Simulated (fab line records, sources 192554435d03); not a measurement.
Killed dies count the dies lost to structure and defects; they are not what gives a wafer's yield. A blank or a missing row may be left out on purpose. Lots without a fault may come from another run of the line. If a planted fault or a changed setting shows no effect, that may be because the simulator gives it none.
Chamber matching ; flow n5 finfet ; N5_BEOL_M6_CURE_75 on uv cure-01: 3 sister chambers
The step cures SiCOH lowk, time 120 s. 3 wafers are shown with their chamber, then 9 later ones without.

WAFERS WITH THEIR CHAMBER
wafer;chamber;wafer_temp_C_max
L084.6;1;372.0
L090.6;0;371.0
L089.6;2;371.2

WAFERS WITHOUT THEIR CHAMBER
wafer;wafer_temp_C_max
L094.1;371.2
L094.2;371.9
L094.4;371.7
L094.3;372.1
L094.5;372.0
L094.6;371.5
L093.1;371.7
L093.2;372.0
L093.4;371.3

THE CHAMBER EACH PASSED THROUGH
wafer;from the rows above;in truth
L094.1;can't be placed: 2 or 0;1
L094.2;1;1
L094.4;can't be placed: 1 or 2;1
L094.3;1;1
L094.5;1;1
L094.6;can't be placed: 2 or 0 or 1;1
L093.1;can't be placed: 1 or 2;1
L093.2;1;1
L093.4;can't be placed: 2 or 0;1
Correct placement for 4 of the 9. Not placeable from these rows: 5 (in 3, the candidates include the true chamber). Wrongly placed: 0.
How it was worked out, from the rows above alone: a wafer's distance from a chamber is the root of the sum, over the readings, of the square of ((its reading less the chamber's mean) divided by the reading's scatter). The wafer belongs to the nearest chamber; if the next one is less than 2 further off, it can't be placed. The mean given for a chamber averages the wafers shown for that chamber. The scatter (one wafer shown for each chamber): square how far every hidden wafer sits from the nearest shown wafer, average those squares and take the square root.
